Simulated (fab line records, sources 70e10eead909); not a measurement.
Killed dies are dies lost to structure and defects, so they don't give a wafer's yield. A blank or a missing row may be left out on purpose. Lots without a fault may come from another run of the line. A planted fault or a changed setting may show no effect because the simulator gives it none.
One fault seen from 2 desks | flow nand_harc | each desk has only its own numbers; what lay behind them comes last

THE METROLOGY DESK
What the gauges read, lot by lot, whatever tool the lot ran on: means of the sampled wafers that have a number. A lot is out of limits, marked OUT, if its mean lies more than 4 standard deviations from the usual mean; the brackets give that distance.
Columns: A = thk_nm at NHARC_A_SOURCE_PLATE_THK_MEAS_09, usual 9.8 nm; B = thk_nm at NHARC_A_ONON_D1_THK_MEAS_05, usual 1004 nm
lot  | first seen here | A    | B
L468 | day 7 11:52     | 9.4  | 996
L469 | day 7 21:37     | 10.4 | 1007
L472 | day 8 10:19     | 8.9  | 1335 (+52) OUT
L475 | day 9 01:22     | 10.9 | 1164 (+25) OUT
L476 | day 9 06:46     | 10.0 | 1005
L479 | day 10 08:49    | 9.8  | 1006
L482 | day 10 15:30    | 9.9  | 1003
L486 | day 11 13:59    | 10.0 | 997
L487 | day 12 01:38    | 10.5 | 1008
L488 | day 12 06:36    | 9.7  | 1002
L489 | day 12 06:36    | 10.3 | 993
L490 | day 13 02:55    | 9.8  | 1003
This desk's finding: out of limits on L472, L475; first on L472, day 9 00:38 (thk_nm at NHARC_A_ONON_D1_THK_MEAS_05). In limits: L468, L469, L476, L479, L482, L486, L487, L488, L489, L490.

THE TOOL OWNER'S DESK: pecvd_onon-04
The tool's own readings at NHARC_A_ONON_D1_DEP_03 (target thk 1000 nm): means of the sampled wafers that have a number, for each lot that ran on this tool. A lot is out of limits, marked OUT, if its mean lies more than 4 standard deviations from the usual mean; the brackets give that distance.
Columns: A = nh3_flow_sccm at NHARC_A_ONON_D1_DEP_03, usual 500.0 sccm
lot  | first seen here | A
L468 | day 8 09:20     | 498.4
L472 | day 9 00:08     | 499.2
L475 | day 9 15:53     | 496.7
L487 | day 12 17:50    | 500.6
L490 | day 13 17:07    | 502.4
This desk's finding: nothing out of limits on any of the 5 lots.

PUT TOGETHER
The metrology desk could have raised an alarm at day 9 00:38, on L472, L475.
The tool owner's desk saw nothing out of limits.
The tool owner's desk has L472, L475 on record, within its limits.
Of the lots named, all ran NHARC_A_ONON_D1_DEP_03 on pecvd_onon-04.

WHAT THE SIMULATOR HAD PUT IN
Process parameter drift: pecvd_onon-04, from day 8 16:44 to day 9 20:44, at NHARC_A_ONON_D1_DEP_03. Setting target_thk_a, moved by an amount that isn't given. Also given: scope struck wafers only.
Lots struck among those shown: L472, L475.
Hours from the fault's start to each desk's first reading out of limits: the metrology desk, 8.
